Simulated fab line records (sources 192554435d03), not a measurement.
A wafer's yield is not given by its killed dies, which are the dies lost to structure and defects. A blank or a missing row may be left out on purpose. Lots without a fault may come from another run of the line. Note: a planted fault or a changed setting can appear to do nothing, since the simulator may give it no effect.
Matching of chambers || flow n5 finfet || N5_BEOL_M10_ILD_DEP_00 on pecvd-01 has 3 sister chambers
The step deposits SiCOH lowk from DEMS/porogen, target thk 308.51 nm, time 58 s. 3 wafers are shown with their chamber, then 10 later ones without.

## WAFERS PAIRED WITH THEIR CHAMBERS
{"wafer": "L087.4", "chamber": 2, "showerhead plenum p Torr (Torr)": 5.734}
{"wafer": "L090.1", "chamber": 0, "showerhead plenum p Torr (Torr)": 5.697}
{"wafer": "L090.3", "chamber": 1, "showerhead plenum p Torr (Torr)": 5.711}

## WAFERS WITHOUT THEIR CHAMBER
{"wafer": "L090.6", "showerhead plenum p Torr (Torr)": 5.728}
{"wafer": "L093.1", "showerhead plenum p Torr (Torr)": 5.736}
{"wafer": "L093.2", "showerhead plenum p Torr (Torr)": 5.683}
{"wafer": "L093.4", "showerhead plenum p Torr (Torr)": 5.724}
{"wafer": "L094.2", "showerhead plenum p Torr (Torr)": 5.719}
{"wafer": "L094.5", "showerhead plenum p Torr (Torr)": 5.697}
{"wafer": "L094.6", "showerhead plenum p Torr (Torr)": 5.725}
{"wafer": "L096.1", "showerhead plenum p Torr (Torr)": 5.725}
{"wafer": "L096.2", "showerhead plenum p Torr (Torr)": 5.725}
{"wafer": "L096.3", "showerhead plenum p Torr (Torr)": 5.693}

## CHAMBER TAKEN BY EACH
{"wafer": "L090.6", "from the rows above": "can't be placed: 2 or 1", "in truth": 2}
{"wafer": "L093.1", "from the rows above": 2, "in truth": 2}
{"wafer": "L093.2", "from the rows above": "can't be placed: 0 or 1", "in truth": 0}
{"wafer": "L093.4", "from the rows above": "can't be placed: 2 or 1", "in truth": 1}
{"wafer": "L094.2", "from the rows above": "can't be placed: 1 or 2 or 0", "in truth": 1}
{"wafer": "L094.5", "from the rows above": "can't be placed: 0 or 1", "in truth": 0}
{"wafer": "L094.6", "from the rows above": "can't be placed: 2 or 1", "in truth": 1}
{"wafer": "L096.1", "from the rows above": "can't be placed: 2 or 1", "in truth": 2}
{"wafer": "L096.2", "from the rows above": "can't be placed: 2 or 1", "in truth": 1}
{"wafer": "L096.3", "from the rows above": "can't be placed: 0 or 1", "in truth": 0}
Correctly placed: 1 of 10. Not placeable from these rows: 9 (in 9, the candidates include the true chamber). Placed wrongly: 0.
How it was worked out, from the rows above alone: a wafer's distance from a chamber is the root of the sum, over the readings, of the square of ((its reading less the chamber's mean) divided by the reading's scatter). If the next closest chamber is less than 2 further off than the closest, the wafer can't be placed; otherwise it belongs to the closest. The mean given for a chamber averages the wafers shown for that chamber. The scatter: root of mean squared gap, hidden wafer to nearest shown wafer, with one shown wafer a chamber.
